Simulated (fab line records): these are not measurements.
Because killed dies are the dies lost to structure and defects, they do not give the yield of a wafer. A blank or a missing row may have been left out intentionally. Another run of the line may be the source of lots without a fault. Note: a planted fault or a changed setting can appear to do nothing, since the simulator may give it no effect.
What tool caused it?    flow n5-finfet    Sampling: 24 lots, 72 wafers, 6 of 1938 route steps

WHAT EACH GAUGE READ, for each wafer
Not one reading of a measure or inspect step in the record can be checked against a usual standard deviation.

WHAT TOOL EACH LOT RAN ON (gives the tool, then ch and the chambers of the sampled wafers, and finally the start)
lot   N5_BEOL_M8_STRIP_36                 N5_BEOL_M8_CURE_75             N5_BEOL_M8_ALD_77                    N5_BEOL_M8_SURFACE_TREAT_79   N5_BEOL_M9_STRIP_67                 N5_BEOL_M9_STRIP_19
L074  rie-diel-05 ch 0,2, day 9 17:49     uv-cure-02 ch 2, day 9 18:17   ald-metal-02 ch 0,1,2, day 9 18:53   pvd-sputter-03, day 9 19:29   rie-diel-01 ch 0,1, day 10 00:43    rie-diel-01 ch 0,1,2, day 10 01:00
L075  rie-diel-04 ch 0,1, day 9 18:05     uv-cure-01 ch 1, day 9 18:35   ald-metal-03 ch 1,2,3, day 9 19:23   pvd-sputter-03, day 9 19:42   rie-diel-06 ch 1,2, day 10 01:01    rie-diel-06 ch 0,1,2, day 10 01:16
L076  rie-diel-03 ch 0,1, day 9 19:56     uv-cure-01 ch 0, day 9 20:20   ald-metal-02 ch 1,3, day 9 21:07     pvd-sputter-01, day 9 21:29   rie-diel-01 ch 1,2, day 10 01:17    rie-diel-01 ch 0,1, day 10 01:26
L078  rie-diel-04 ch 0,3, day 10 03:41    uv-cure-01 ch 0, day 10 04:18  ald-metal-02 ch 0,2, day 10 04:49    pvd-sputter-03, day 10 05:07  rie-diel-01 ch 0,1,2, day 10 10:04  rie-diel-02 ch 1,3, day 10 10:16
L077  rie-diel-05 ch 0,2,3, day 10 04:45  uv-cure-01 ch 2, day 10 05:14  ald-metal-01 ch 1,2, day 10 05:34    pvd-sputter-02, day 10 06:05  rie-diel-02 ch 1,3, day 10 10:32    rie-diel-01 ch 0,1, day 10 10:42
L079  rie-diel-04 ch 0,3, day 10 15:16    uv-cure-03 ch 2, day 10 15:48  ald-metal-03 ch 2,3, day 10 16:49    pvd-sputter-01, day 10 17:10  rie-diel-06 ch 1,2,3, day 10 20:34  rie-diel-01 ch 1,2, day 10 20:43
L081  rie-diel-04 ch 1,3, day 10 21:19    uv-cure-03 ch 1, day 10 21:43  ald-metal-01 ch 0,3, day 10 22:15    pvd-sputter-01, day 10 22:34  rie-diel-01 ch 0,2,3, day 11 02:44  rie-diel-02 ch 0,1,2, day 11 02:53
L080  rie-diel-03 ch 0,1,3, day 10 21:29  uv-cure-02 ch 1, day 10 21:56  ald-metal-02 ch 0,1,3, day 10 22:26  pvd-sputter-01, day 10 22:49  rie-diel-06 ch 0,1,2, day 11 02:57  rie-diel-01 ch 1,2,3, day 11 03:13
L083  rie-diel-03 ch 0,1,3, day 11 05:38  uv-cure-03 ch 0, day 11 06:11  ald-metal-03 ch 1,2, day 11 06:46    pvd-sputter-03, day 11 07:07  rie-diel-06 ch 0,3, day 11 10:33    rie-diel-01 ch 0,1, day 11 10:42
L082  rie-diel-03 ch 0,2,3, day 11 15:28  uv-cure-03 ch 2, day 11 15:52  ald-metal-01 ch 1,2,3, day 11 16:34  pvd-sputter-03, day 11 16:55  rie-diel-06 ch 1,3, day 11 21:43    rie-diel-06 ch 1,2, day 11 21:59
L084  rie-diel-04 ch 0,1,3, day 11 15:38  uv-cure-02 ch 2, day 11 16:11  ald-metal-02 ch 0,1,3, day 11 16:37  pvd-sputter-03, day 11 16:57  rie-diel-06 ch 1,2, day 11 21:58    rie-diel-02 ch 1,2,3, day 11 22:07
L085  rie-diel-03 ch 1,2,3, day 11 22:34  uv-cure-03 ch 1, day 11 22:58  ald-metal-02 ch 1,2,3, day 11 23:48  pvd-sputter-01, day 12 00:07  rie-diel-06 ch 0,2,3, day 12 05:36  rie-diel-02 ch 1,3, day 12 05:45
L086  rie-diel-03 ch 1,2,3, day 12 08:20  uv-cure-03 ch 2, day 12 08:53  ald-metal-03 ch 0,1, day 12 09:40    pvd-sputter-01, day 12 10:52  rie-diel-02 ch 0,1,3, day 12 13:48  rie-diel-06 ch 0,1,3, day 12 13:58
L087  rie-diel-03 ch 2,3, day 12 08:44    uv-cure-02 ch 2, day 12 09:11  ald-metal-02 ch 1,3, day 12 11:19    pvd-sputter-03, day 12 11:37  rie-diel-01 ch 0,2, day 12 14:39    rie-diel-02 ch 0,1,2, day 12 14:59
L088  rie-diel-03 ch 0,1,3, day 13 03:18  uv-cure-02 ch 1, day 13 03:41  ald-metal-03 ch 0,1,3, day 13 06:33  pvd-sputter-01, day 13 06:57  rie-diel-02 ch 0,1, day 13 11:09    rie-diel-06 ch 0,1,2, day 13 11:22
L089  rie-diel-03 ch 0,1,3, day 13 06:44  uv-cure-01 ch 2, day 13 07:11  ald-metal-03 ch 0,1, day 13 07:38    pvd-sputter-01, day 13 08:04  rie-diel-02 ch 1,2, day 13 14:18    rie-diel-01 ch 0,1,3, day 13 14:35
L090  rie-diel-05 ch 1,3, day 13 06:52    uv-cure-03 ch 1, day 13 07:15  ald-metal-02 ch 0,2,3, day 13 07:46  pvd-sputter-02, day 13 09:44  rie-diel-02 ch 0,2, day 13 14:33    rie-diel-02 ch 1,2, day 13 14:51
L091  rie-diel-05 ch 0,2, day 14 00:20    uv-cure-01 ch 2, day 14 00:47  ald-metal-01 ch 0,2, day 14 01:25    pvd-sputter-01, day 14 01:45  rie-diel-06 ch 1,2, day 14 08:14    rie-diel-06 ch 0,1,3, day 14 08:23
L093  rie-diel-04 ch 1,2,3, day 14 02:08  uv-cure-03 ch 1, day 14 02:38  ald-metal-02 ch 1,2,3, day 14 03:25  pvd-sputter-03, day 14 03:46  rie-diel-06 ch 0,1,2, day 14 09:11  rie-diel-06 ch 1,2,3, day 14 09:21
L094  rie-diel-03 ch 0,2, day 14 07:25    uv-cure-03 ch 0, day 14 07:52  ald-metal-02 ch 2,3, day 14 08:38    pvd-sputter-02, day 14 08:55  rie-diel-02 ch 0,1,3, day 14 14:58  rie-diel-02 ch 1,2, day 14 15:07
L095  rie-diel-03 ch 0,1, day 14 14:42    uv-cure-01 ch 2, day 14 15:29  ald-metal-03 ch 0,2,3, day 14 16:44  pvd-sputter-01, day 14 17:02  rie-diel-01 ch 0,1,2, day 14 20:50  rie-diel-01 ch 0,1,3, day 14 21:05
L092  rie-diel-04 ch 1,3, day 14 14:46    uv-cure-03 ch 0, day 14 15:36  ald-metal-02 ch 1,2,3, day 14 16:49  pvd-sputter-01, day 14 17:05  rie-diel-02 ch 1,3, day 14 21:00    rie-diel-02 ch 0,3, day 14 21:09
L096  rie-diel-04 ch 0,3, day 15 04:33    uv-cure-01 ch 0, day 15 05:07  ald-metal-03 ch 0,2,3, day 15 05:29  pvd-sputter-03, day 15 05:53  rie-diel-06 ch 0,2,3, day 15 11:16  rie-diel-06 ch 0,2,3, day 15 11:25
L097  rie-diel-03 ch 0,1,3, day 15 13:37  uv-cure-01 ch 0, day 15 14:03  ald-metal-03 ch 0,3, day 15 14:29    pvd-sputter-01, day 15 14:50  rie-diel-06 ch 0,1,3, day 15 18:41  rie-diel-01 ch 0,1,3, day 15 18:50
- N5_BEOL_M8_STRIP_36: strips in N2/H2.
- N5_BEOL_M8_CURE_75: cures SiCOH lowk, time 120 s.
- N5_BEOL_M8_ALD_77: deposits TaN, target thk 2 nm, pulse time 2 s, purge time 3 s.
- N5_BEOL_M8_SURFACE_TREAT_79
- N5_BEOL_M9_STRIP_67: strips in CF4.
- N5_BEOL_M9_STRIP_19: strips in O2.

AS READ BY THE TOOLS THEMSELVES (means over the sampled wafers that have a number; for cases with no such wafer, the mark the record gives instead)
N5_BEOL_M8_STRIP_36. Usual: drypump-motor-current-A 5.6 A, standard deviation 0.43; oes-product-au 0.79 a.u., standard deviation 0.092; rf-vpp-V 59.3 V, standard deviation 1.6; showerhead-plenum-p-Torr 2.53 Torr, standard deviation 0.12; throttle-valve-pct 23.55 %, standard deviation 0.17.
lot   tool         drypump-motor-current-A (A)  oes-product-au (a.u.)  rf-vpp-V (V)  showerhead-plenum-p-Torr (Torr)  throttle-valve-pct (%)  flag
L074  rie-diel-05  6.0                          0.86                   57.2          2.46                             23.49                   
L075  rie-diel-04  5.3                          0.86                   59.7          2.53                             23.55                   
L076  rie-diel-03  5.7                          0.83                   60.2          2.59                             23.38                   
L078  rie-diel-04  5.5                          0.94                   59.4          2.63                             23.47                   
L077  rie-diel-05  6.0                          0.82                   61.4          2.53                             23.58                   
L079  rie-diel-04  5.4                          0.94                   60.0          2.62                             23.48                   
L081  rie-diel-04  5.0                          0.78                   59.7          2.51                             23.55                   
L080  rie-diel-03  5.7                          0.77                   59.4          2.53                             23.50                   
L083  rie-diel-03  5.7                          0.76                   60.2          2.53                             23.49                   
L082  rie-diel-03  5.4                          0.76                   58.2          2.54                             23.50                   
L084  rie-diel-04  5.2                          0.85                   59.0          2.56                             23.53                   
L085  rie-diel-03  5.5                          0.74                   59.7          2.45                             23.58                   
L086  rie-diel-03  5.5                          0.73                   59.4          2.44                             23.56                   
L087  rie-diel-03  5.2                          0.73                   60.1          2.45                             23.59                   
L088  rie-diel-03  5.6                          0.75                   59.2          2.52                             23.53                   
L089  rie-diel-03  5.6                          0.75                   59.6          2.52                             23.53                   
L090  rie-diel-05  6.1                          0.82                   59.0          2.68                             23.61                   
L091  rie-diel-05  6.0                          0.80                   59.0          2.44                             23.52                   
L093  rie-diel-04  5.5                          0.83                   60.1          2.60                             23.60                   
L094  rie-diel-03  5.4                          0.79                   59.0          2.59                             23.43                   
L095  rie-diel-03  5.7                          0.78                   58.3          2.58                             23.43                   
L092  rie-diel-04  5.0                          0.73                   59.2          2.49                             23.60                   
L096  rie-diel-04  5.4                          0.87                   58.2          2.64                             23.46                   
L097  rie-diel-03  5.6                          0.82                   58.9          2.52                             23.47                   

N5_BEOL_M8_CURE_75. Usual: lamp-power-pct 52.32 %, standard deviation 0.059; wafer_temp_C_max 371.7, standard deviation 0.69.
lot   tool        lamp-power-pct (%)  wafer_temp_C_max  flag
L074  uv-cure-02  52.33               371.3             
L075  uv-cure-01  52.30               373.2             
L076  uv-cure-01  52.29               371.3             
L078  uv-cure-01  52.30               371.8             
L077  uv-cure-01  52.24               371.0             
L079  uv-cure-03  52.31               372.7             
L081  uv-cure-03  52.30               371.2             
L080  uv-cure-02  52.31               371.5             
L083  uv-cure-03  52.32               372.2             
L082  uv-cure-03  52.33               372.8             
L084  uv-cure-02  52.31               371.6             
L085  uv-cure-03  52.32               371.4             
L086  uv-cure-03  52.32               372.1             
L087  uv-cure-02  52.35               371.4             
L088  uv-cure-02  52.27               371.9             
L089  uv-cure-01  52.33               371.3             
L090  uv-cure-03  52.30               371.2             
L091  uv-cure-01  52.31               371.2             
L093  uv-cure-03  52.38               371.3             
L094  uv-cure-03  52.37               372.1             
L095  uv-cure-01  52.28               371.4             
L092  uv-cure-03  52.34               372.3             
L096  uv-cure-01  52.31               371.3             
L097  uv-cure-01  52.32               371.6             

N5_BEOL_M8_ALD_77. Usual: chamber-pressure-Torr 3.001 Torr, standard deviation 0.0062; heater-power-w 434 W, standard deviation 45; precursor-vessel-carrier-sccm 1000 sccm, standard deviation 3.2; precursor-vessel-temp-c 75.01 C, standard deviation 0.13.
lot   tool          chamber-pressure-Torr (Torr)  heater-power-w (W)  precursor-vessel-carrier-sccm (sccm)  precursor-vessel-temp-c (C)  flag
L074  ald-metal-02  3.003                         435                 1003                                  75.00                        
L075  ald-metal-03  3.005                         391                 1002                                  74.96                        
L076  ald-metal-02  2.999                         426                 999                                   75.09                        
L078  ald-metal-02  3.006                         456                 998                                   74.99                        
L077  ald-metal-01  3.001                         415                 1000                                  75.05                        
L079  ald-metal-03  2.993                         379                 1000                                  75.03                        
L081  ald-metal-01  3.002                         519                 1001                                  75.06                        
L080  ald-metal-02  2.997                         427                 1001                                  75.06                        
L083  ald-metal-03  2.994                         385                 999                                   74.96                        
L082  ald-metal-01  3.007                         455                 999                                   75.07                        
L084  ald-metal-02  2.999                         426                 998                                   74.97                        
L085  ald-metal-02  3.001                         442                 1000                                  75.03                        
L086  ald-metal-03  3.000                         461                 1002                                  75.09                        
L087  ald-metal-02  2.995                         425                 1003                                  75.16                        
L088  ald-metal-03  2.998                         425                 1000                                  75.03                        
L089  ald-metal-03  3.003                         455                 999                                   75.06                        
L090  ald-metal-02  3.006                         451                 996                                   75.04                        
L091  ald-metal-01  2.996                         415                 997                                   75.01                        
L093  ald-metal-02  3.000                         435                 1000                                  75.01                        
L094  ald-metal-02  3.002                         464                 999                                   75.09                        
L095  ald-metal-03  3.006                         409                 1000                                  75.10                        
L092  ald-metal-02  2.998                         446                 996                                   74.92                        
L096  ald-metal-03  3.004                         413                 1001                                  74.90                        
L097  ald-metal-03  2.996                         447                 999                                   74.98                        

N5_BEOL_M9_STRIP_67. Usual: drypump-motor-current-A 5.9 A, standard deviation 0.46; oes-product-au 0.78 a.u., standard deviation 0.084; rf-vpp-V 271.2 V, standard deviation 1.6; showerhead-plenum-p-Torr 1.79 Torr, standard deviation 0.061; throttle-valve-pct 13.6 %, standard deviation 0.31.
lot   tool         drypump-motor-current-A (A)  oes-product-au (a.u.)  rf-vpp-V (V)  showerhead-plenum-p-Torr (Torr)  throttle-valve-pct (%)  flag
L074  rie-diel-01  5.5                          0.77                   272.4         1.83                             13.5                    
L075  rie-diel-06  6.2                          0.77                   270.5         1.72                             13.7                    
L076  rie-diel-01  5.5                          0.72                   271.5         1.81                             13.8                    
L078  rie-diel-01  5.5                          0.77                   271.9         1.79                             13.5                    
L077  rie-diel-02  6.0                          0.76                   270.3         1.76                             13.6                    
L079  rie-diel-06  6.1                          0.82                   269.9         1.74                             13.6                    
L081  rie-diel-01  5.7                          0.75                   270.6         1.74                             13.5                    
L080  rie-diel-06  6.4                          0.77                   270.7         1.76                             13.7                    
L083  rie-diel-06  6.4                          0.76                   271.9         1.80                             13.6                    
L082  rie-diel-06  6.0                          0.86                   269.7         1.75                             13.4                    
L084  rie-diel-06  6.4                          0.81                   269.5         1.73                             13.5                    
L085  rie-diel-06  6.2                          0.75                   270.7         1.76                             13.7                    
L086  rie-diel-02  5.9                          0.74                   271.2         1.80                             13.6                    
L087  rie-diel-01  5.5                          0.75                   270.8         1.74                             13.5                    
L088  rie-diel-02  5.8                          0.74                   273.5         1.84                             13.5                    
L089  rie-diel-02  5.5                          0.82                   272.0         1.84                             13.3                    
L090  rie-diel-02  5.6                          0.71                   271.7         1.82                             13.7                    
L091  rie-diel-06  6.2                          0.74                   269.9         1.71                             13.8                    
L093  rie-diel-06  6.5                          0.74                   270.2         1.76                             13.7                    
L094  rie-diel-02  5.9                          0.83                   273.2         1.87                             13.4                    
L095  rie-diel-01  5.5                          0.84                   272.9         1.85                             13.4                    
L092  rie-diel-02  6.0                          0.93                   273.5         1.89                             13.3                    
L096  rie-diel-06  6.2                          0.73                   270.3         1.76                             13.8                    
L097  rie-diel-06  6.4                          0.78                   270.6         1.77                             13.5                    

N5_BEOL_M9_STRIP_19. Usual: drypump-motor-current-A 5.9 A, standard deviation 0.45; oes-product-au 0.77 a.u., standard deviation 0.089; rf-vpp-V 3.7 V, standard deviation 0.61; showerhead-plenum-p-Torr 2.12 Torr, standard deviation 0.09; throttle-valve-pct 16.7 %, standard deviation 0.34.
lot   tool         drypump-motor-current-A (A)  oes-product-au (a.u.)  rf-vpp-V (V)  showerhead-plenum-p-Torr (Torr)  throttle-valve-pct (%)  flag
L074  rie-diel-01  5.5                          0.77                   3.4           2.09                             16.5                    
L075  rie-diel-06  6.4                          0.76                   3.4           2.08                             16.9                    
L076  rie-diel-01  5.6                          0.81                   4.0           2.14                             16.4                    
L078  rie-diel-02  5.9                          0.80                   4.3           2.15                             16.5                    
L077  rie-diel-01  5.6                          0.77                   2.9           2.17                             16.7                    
L079  rie-diel-01  5.5                          0.72                   3.7           2.11                             16.9                    
L081  rie-diel-02  5.6                          0.78                   3.7           2.17                             16.6                    
L080  rie-diel-01  5.7                          0.69                   3.8           2.04                             16.8                    
L083  rie-diel-01  5.6                          0.80                   3.2           2.14                             16.4                    
L082  rie-diel-06  6.4                          0.81                   2.9           2.04                             16.8                    
L084  rie-diel-02  5.6                          0.77                   4.2           2.11                             16.7                    
L085  rie-diel-02  5.9                          0.78                   4.1           2.15                             16.5                    
L086  rie-diel-06  6.3                          0.80                   4.0           2.10                             16.7                    
L087  rie-diel-02  5.6                          0.77                   3.6           2.17                             16.6                    
L088  rie-diel-06  6.5                          0.73                   4.5           2.08                             16.9                    
L089  rie-diel-01  5.7                          0.82                   3.1           2.18                             16.5                    
L090  rie-diel-02  5.5                          0.80                   3.4           2.19                             16.4                    
L091  rie-diel-06  6.3                          0.79                   4.1           2.09                             16.7                    
L093  rie-diel-06  6.1                          0.79                   3.6           2.03                             16.8                    
L094  rie-diel-02  5.3                          0.79                   3.9           2.14                             16.6                    
L095  rie-diel-01  5.7                          0.80                   3.9           2.17                             16.5                    
L092  rie-diel-02  5.9                          0.78                   4.3           2.20                             16.7                    
L096  rie-diel-06  6.2                          0.73                   3.8           2.07                             17.0                    
L097  rie-diel-01  5.7                          0.79                   3.6           2.17                             16.5                    

THE ANSWER, worked out from the rows above alone
Rule: a lot counts as off when the mean over its wafers that have a number is more than 3 standard deviations away from the usual mean. A lot without any number at a reading at which 4 lots or more have one is off too. The other lots that the step has rows for count as sound. The gauges are gone through in route order, then the tools' own readings, and for those a lot's mean is taken as printed above. At the first step where some lot is off, the reading lying furthest off is the one used; lots without a number count as furthest.
Nothing can be told from this: no lot is off at any reading shown.

WHAT HAD BEEN PUT IN BY THE SIMULATOR
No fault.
